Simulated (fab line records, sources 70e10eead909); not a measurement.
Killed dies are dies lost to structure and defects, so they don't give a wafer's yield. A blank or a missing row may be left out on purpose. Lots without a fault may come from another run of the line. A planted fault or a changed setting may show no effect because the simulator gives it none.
Chamber matching | flow nand_harc | NHARC_A_STAIRCASE_DEP_325 on pecvd-02: 3 sister chambers
The step deposits SiO2, target thk 7200 nm. 3 wafers are shown with their chamber, then 8 later ones without.

WAFERS WITH THEIR CHAMBER
wafer  | chamber | heater_power_w (W)
L080.6 | 1       | 686
L082.6 | 0       | 566
L084.2 | 2       | 647

WAFERS WITHOUT THEIR CHAMBER
wafer  | heater_power_w (W)
L084.5 | 565
L084.6 | 673
L088.2 | 664
L088.5 | 560
L088.6 | 669
L092.1 | 642
L092.5 | 604
L092.6 | 592

WHICH CHAMBER EACH WENT THROUGH
wafer  | from the rows above     | in truth
L084.5 | 0                       | 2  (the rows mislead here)
L084.6 | can't be placed: 1 or 2 | 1
L088.2 | can't be placed: 2 or 1 | 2
L088.5 | 0                       | 0
L088.6 | can't be placed: 1 or 2 | 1
L092.1 | 2                       | 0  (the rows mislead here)
L092.5 | can't be placed: 0 or 2 | 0
L092.6 | can't be placed: 0 or 2 | 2
Placed correctly: 1 of 8. Can't be placed from these rows: 5 (the true chamber is among the candidates in 5). Placed wrongly: 2.
How it was worked out, from the rows above alone: a wafer's distance from a chamber is the root of the sum, over the readings, of the square of ((its reading less the chamber's mean) divided by the reading's scatter). The wafer belongs to the nearest chamber; if the next one is less than 2 further off, it can't be placed. A chamber's mean is the mean of its shown wafers. The scatter: with one shown wafer a chamber, the root of the mean of the squares of how far each hidden wafer lies from its nearest shown one.
